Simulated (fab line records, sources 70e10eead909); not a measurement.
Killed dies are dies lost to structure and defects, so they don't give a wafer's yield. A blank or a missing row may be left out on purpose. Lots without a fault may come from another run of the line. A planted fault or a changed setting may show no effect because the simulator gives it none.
Chamber matching | flow nand_harc | NHARC_A_STAIRCASE_DESCUM_312 on rie_diel-03: 4 sister chambers
The step chemistry O2, time 3 s. 8 wafers are shown with their chamber, then 7 later ones without.

WAFERS WITH THEIR CHAMBER
wafer  | chamber | drypump_motor_current_A (A) | showerhead_plenum_p_Torr (Torr)
L806.2 | 2       | 5.6                         | 1.81
L808.2 | 0       | 6.5                         | 1.79
L808.4 | 2       | 5.6                         | 1.81
L814.1 | 3       | 5.3                         | 1.87
L814.2 | 0       | 6.5                         | 1.78
L814.4 | 1       | 6.0                         | 1.83
L816.2 | 3       | 5.2                         | 1.87
L816.4 | 1       | 6.0                         | 1.83

WAFERS WITHOUT THEIR CHAMBER
wafer  | drypump_motor_current_A (A) | showerhead_plenum_p_Torr (Torr)
L816.6 | 6.5                         | 1.78
L821.1 | 5.3                         | 1.86
L821.3 | 5.6                         | 1.80
L821.6 | 5.2                         | 1.86
L820.1 | 6.0                         | 1.83
L820.2 | 6.5                         | 1.78
L820.4 | 5.6                         | 1.80

WHICH CHAMBER EACH WENT THROUGH
wafer  | from the rows above | in truth
L816.6 | 0                   | 0
L821.1 | 3                   | 3
L821.3 | 2                   | 2
L821.6 | 3                   | 3
L820.1 | 1                   | 1
L820.2 | 0                   | 0
L820.4 | 2                   | 2
Placed correctly: 7 of 7. Can't be placed from these rows: 0. Placed wrongly: 0.
How it was worked out, from the rows above alone: a wafer's distance from a chamber is the root of the sum, over the readings, of the square of ((its reading less the chamber's mean) divided by the reading's scatter). The wafer belongs to the nearest chamber; if the next one is less than 2 further off, it can't be placed. A chamber's mean is the mean of its shown wafers. The scatter: the root of (the sum of the squares of (reading less its chamber's mean) over the shown wafers, divided by (wafers less chambers)).
